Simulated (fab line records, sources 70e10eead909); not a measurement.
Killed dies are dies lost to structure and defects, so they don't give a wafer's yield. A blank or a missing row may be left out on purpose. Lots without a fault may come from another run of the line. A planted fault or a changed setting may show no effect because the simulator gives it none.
Which tool did it? | flow nand_harc | 12 lots, 36 wafers sampled, at 5 steps of a route of 1159

WHAT THE GAUGES READ, wafer by wafer
NHARC_END_SORT_01. Usual: defect_limited_yield 95.4 %, standard deviation 1.6; killed_at_array 28, standard deviation 11; killed_at_other 0.9, standard deviation 1.2; killed_at_periphery 2.6, standard deviation 2.1; killed_dies 31, standard deviation 11; killed_open 3.1, standard deviation 1.7; killed_short 1.9, standard deviation 1.3; sort_bin_2_pct 1.5 %, standard deviation 0.64; sort_bin_3_pct 0.26 %, standard deviation 0.21; sort_bin_4_pct 2.9 %, standard deviation 1.1; sort_n_pass 646, standard deviation 11; sort_rim_yield_pct 96.4 %, standard deviation 2.3; sort_yield_pct 95.4 %, standard deviation 1.6.
lot  | measured     | on        | defect_limited_yield (%) | killed_at_array | killed_at_other | killed_at_periphery | killed_dies | killed_open | killed_short | sort_bin_2_pct (%) | sort_bin_3_pct (%) | sort_bin_4_pct (%) | sort_n_pass | sort_rim_yield_pct (%) | sort_yield_pct (%) | flag
L942 | day 21 12:38 | prober-01 | 92.3 92.9 93.1           | 44 46 41        | 2 1 1           | 6 1 5               | 52 48 47    | 2 2 5       | 1 1 1        | 2.7 2.4 1.8        | 0.74 0.30 0.30     | 4.3 4.4 4.9        | 625 629 630 | 92.5 92.5 98.1         | 92.3 92.9 93.1     |
L945 | day 22 06:23 | prober-02 | 95.3 93.9 94.1           | 29 38 39        | 0 0 0           | 3 3 1               | 32 41 40    | 6 4 0       | 0 2 2        | 1.6 2.8 1.8        | 0.30 0.30 0.44     | 2.8 3.0 3.7        | 645 636 637 | 96.2 99.1 97.2         | 95.3 93.9 94.1     |
L952 | day 24 22:54 | prober-01 | 94.2 95.6 0              | 36 30 35        | 1 0 639         | 2 0 3               | 39 30 677   | 2 0 4       | 1 2 1        | 1.9 1.3 2.5        | 1.03 0.44 94.83    | 2.8 2.7 2.7        | 638 647 0   | 95.3 95.3 0            | 94.2 95.6 0        | OFF
L948 | day 25 11:08 | prober-02 | 96.2 97.8 0.3            | 18 12 16        | 4 1 658         | 4 2 1               | 26 15 675   | 6 2 5       | 1 1 4        | 1.3 0.3 0.4        | 0 0.15 96.75       | 2.5 1.8 2.5        | 651 662 2   | 97.2 98.1 0            | 96.2 97.8 0.3      | OFF
L960 | day 27 05:28 | prober-02 | 92.2 92.2 91.0           | 52 50 58        | 1 0 0           | 0 3 3               | 53 53 61    | 2 5 5       | 2 4 0        | 2.5 2.4 3.0        | 0.59 0.59 0.44     | 4.7 4.9 5.6        | 624 624 616 | 94.3 88.7 92.5         | 92.2 92.2 91.0     |

WHICH TOOL RAN EACH LOT (tool, then ch and the chambers of the sampled wafers, then the start)
lot  | NHARC_THIN_TSV_CMP_21         | NHARC_THIN_TSV_PVD_24        | NHARC_THIN_TSV_DESCUM_35           | NHARC_THIN_TSV_STRIP_56
L943 | cmp-04 ch 0,1,3, day 20 09:18 | pvd_sputter-01, day 20 10:04 | rie_diel-06 ch 0,2,3, day 20 10:56 | plasma_asher-01 ch 0,1, day 20 11:30
L942 | cmp-02 ch 0,1,3, day 20 09:54 | pvd_sputter-02, day 20 10:41 | rie_diel-02 ch 0,2,3, day 20 11:43 | plasma_asher-02 ch 0,1, day 20 12:13
L944 | cmp-04 ch 0,2, day 20 16:49   | pvd_sputter-02, day 20 17:41 | rie_diel-05 ch 0,1, day 20 18:34   | plasma_asher-01 ch 0, day 20 19:04
L946 | cmp-04 ch 2,3, day 21 10:49   | pvd_sputter-01, day 21 11:44 | rie_diel-05 ch 0,1,2, day 21 12:29 | plasma_asher-02 ch 0,1, day 21 13:02
L945 | cmp-02 ch 1,2, day 21 18:47   | pvd_sputter-03, day 21 19:32 | rie_diel-05 ch 0,1,2, day 21 20:26 | plasma_asher-02 ch 0, day 21 20:57
L949 | cmp-02 ch 0,2,3, day 23 20:03 | pvd_sputter-02, day 23 20:48 | rie_diel-02 ch 1,2,3, day 23 21:50 | plasma_asher-01 ch 0,1, day 23 22:18
L947 | cmp-03 ch 0,1,3, day 24 01:22 | pvd_sputter-02, day 24 02:07 | rie_diel-02 ch 0,1,3, day 24 02:59 | plasma_asher-02 ch 0,1, day 24 03:28
L952 | cmp-04 ch 0,2,3, day 24 02:51 | pvd_sputter-03, day 24 03:35 | rie_diel-02 ch 0,3, day 24 04:32   | plasma_asher-02 ch 0,1, day 24 05:13
L948 | cmp-02 ch 0,2,3, day 24 23:31 | pvd_sputter-03, day 25 00:30 | rie_diel-06 ch 0,1,2, day 25 01:31 | plasma_asher-01 ch 0,1, day 25 02:03
L961 | cmp-03 ch 2,3, day 26 00:41   | pvd_sputter-02, day 26 01:28 | rie_diel-02 ch 0,3, day 26 02:26   | plasma_asher-02 ch 0,1, day 26 02:58
L960 | cmp-04 ch 0,2,3, day 26 01:47 | pvd_sputter-02, day 26 02:32 | rie_diel-05 ch 2,3, day 26 03:26   | plasma_asher-02 ch 0,1, day 26 04:00
L963 | cmp-03 ch 0,3, day 26 04:37   | pvd_sputter-01, day 26 05:32 | rie_diel-06 ch 0,1, day 26 06:24   | plasma_asher-02 ch 0,1, day 26 07:01
- NHARC_THIN_TSV_CMP_21: polishes, t overpolish 30 s, target thk 2000 nm.
- NHARC_THIN_TSV_PVD_24: deposits Al, target thk 800 nm.
- NHARC_THIN_TSV_DESCUM_35: chemistry O2, time 3 s.
- NHARC_THIN_TSV_STRIP_56: strips in O2.

WHAT THE TOOLS THEMSELVES READ (means of the sampled wafers that have a number; where no wafer has one, the mark that the record gives instead)
NHARC_THIN_TSV_CMP_21. Usual: motor_current_A 12.0 A, standard deviation 1.3; overpolish_run_s 29.999 s, standard deviation 0.0092.
lot  | tool   | motor_current_A (A) | overpolish_run_s (s) | flag
L943 | cmp-04 | 11.0                | 29.988               |
L942 | cmp-02 | 12.6                | 29.991               |
L944 | cmp-04 | 11.4                | 30.003               |
L946 | cmp-04 | 12.3                | 29.988               |
L945 | cmp-02 | 10.4                | 29.996               |
L949 | cmp-02 | 11.7                | 29.998               |
L947 | cmp-03 | 12.6                | 30.004               |
L952 | cmp-04 | 11.4                | 30.002               |
L948 | cmp-02 | 11.8                | 29.996               |
L961 | cmp-03 | 13.4                | 29.998               |
L960 | cmp-04 | 11.1                | 30.001               |
L963 | cmp-03 | 11.9                | 30.004               |

NHARC_THIN_TSV_DESCUM_35. Usual: drypump_motor_current_A 5.6 A, standard deviation 0.39; o2_flow_sccm 200.0 sccm, standard deviation 0.62; oes_product_au 1.002 a.u., standard deviation 0.0071; rf_vpp_V 57.8 V, standard deviation 0.86; showerhead_plenum_p_Torr 1.92 Torr, standard deviation 0.088; throttle_valve_pct 11.310 %, standard deviation 0.0093.
lot  | tool        | drypump_motor_current_A (A) | o2_flow_sccm (sccm) | oes_product_au (a.u.) | rf_vpp_V (V) | showerhead_plenum_p_Torr (Torr) | throttle_valve_pct (%) | flag
L943 | rie_diel-06 | 5.5                         | 200.0               | 1.000                 | 57.6         | 1.90                            | 11.313                 |
L942 | rie_diel-02 | 5.8                         | 200.6               | 0.994                 | 58.2         | 1.93                            | 11.306                 |
L944 | rie_diel-05 | 5.8                         | 199.9               | 0.999                 | 57.3         | 1.89                            | 11.308                 |
L946 | rie_diel-05 | 5.5                         | 199.8               | 1.003                 | 57.3         | 1.86                            | 11.309                 |
L945 | rie_diel-05 | 5.5                         | 199.6               | 1.014                 | 57.6         | 1.86                            | 11.307                 |
L949 | rie_diel-02 | 5.6                         | 199.9               | 0.998                 | 58.1         | 1.99                            | 11.312                 |
L947 | rie_diel-02 | 5.7                         | 199.7               | 0.996                 | 58.0         | 1.93                            | 11.301                 |
L952 | rie_diel-02 | 5.8                         | 199.3               | 1.005                 | 57.2         | 1.87                            | 11.310                 |
L948 | rie_diel-06 | 5.8                         | 200.4               | 0.993                 | 58.1         | 1.91                            | 11.307                 |
L961 | rie_diel-02 | 5.8                         | 200.6               | 1.003                 | 57.2         | 1.87                            | 11.307                 |
L960 | rie_diel-05 | 5.1                         | 199.9               | 1.003                 | 57.9         | 1.85                            | 11.301                 |
L963 | rie_diel-06 | 6.0                         | 200.0               | 1.008                 | 58.3         | 1.96                            | 11.306                 |

NHARC_THIN_TSV_STRIP_56. Usual: drypump_motor_current_A 5.8 A, standard deviation 0.55; heater_power_w 356 W, standard deviation 19; temp_c 250.02 C, standard deviation 0.16.
lot  | tool            | drypump_motor_current_A (A) | heater_power_w (W) | temp_c (C) | flag
L943 | plasma_asher-01 | 5.6                         | 337                | 250.06     |
L942 | plasma_asher-02 | 5.6                         | 355                | 250.13     |
L944 | plasma_asher-01 | 5.7                         | 314                | 249.79     |
L946 | plasma_asher-02 | 6.1                         | 361                | 249.83     |
L945 | plasma_asher-02 | 5.2                         | 374                | 250.03     |
L949 | plasma_asher-01 | 5.7                         | 324                | 249.99     |
L947 | plasma_asher-02 | 6.1                         | 368                | 250.01     |
L952 | plasma_asher-02 | 5.6                         | 366                | 250.04     |
L948 | plasma_asher-01 | 5.6                         | 338                | 250.20     |
L961 | plasma_asher-02 | 6.1                         | 367                | 250.01     |
L960 | plasma_asher-02 | 5.6                         | 367                | 249.96     |
L963 | plasma_asher-02 | 5.6                         | 383                | 250.06     |

THE ANSWER, worked out from the rows above alone
Rule: a lot is off if the mean of its wafers that have a number lies more than 3 standard deviations from the usual mean. A lot without any number at a reading at which 4 lots or more have one is off too. The other lots that the step has rows for count as sound. The gauges are gone through in route order, then the tools' own readings, and for those a lot's mean is taken as printed above. The first step at which some lot is off is used, and at that step the reading that is off furthest; a lot without a number counts as furthest.
Off: L952, L948, at NHARC_END_SORT_01 (killed_at_other). Neither off nor sound, because the step has no rows for them: L943, L944, L946, L949, L947, L961, L963.
A tool fits if, at a process step before that reading, it ran every lot that is off, and no sound lot after the first of them. The gauges at NHARC_END_SORT_01 are tried like those tools. One fits: pvd_sputter-03 at NHARC_THIN_TSV_PVD_24. Its last sound lot is L945 (day 21 19:32), its first lot that is off L952 (day 24 03:35): a fault that began between those two fits.

WHAT THE SIMULATOR HAD PUT IN
Process parameter drift: pvd_sputter-03, from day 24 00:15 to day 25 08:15, at NHARC_THIN_TSV_PVD_24. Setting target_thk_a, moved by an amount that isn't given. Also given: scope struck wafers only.
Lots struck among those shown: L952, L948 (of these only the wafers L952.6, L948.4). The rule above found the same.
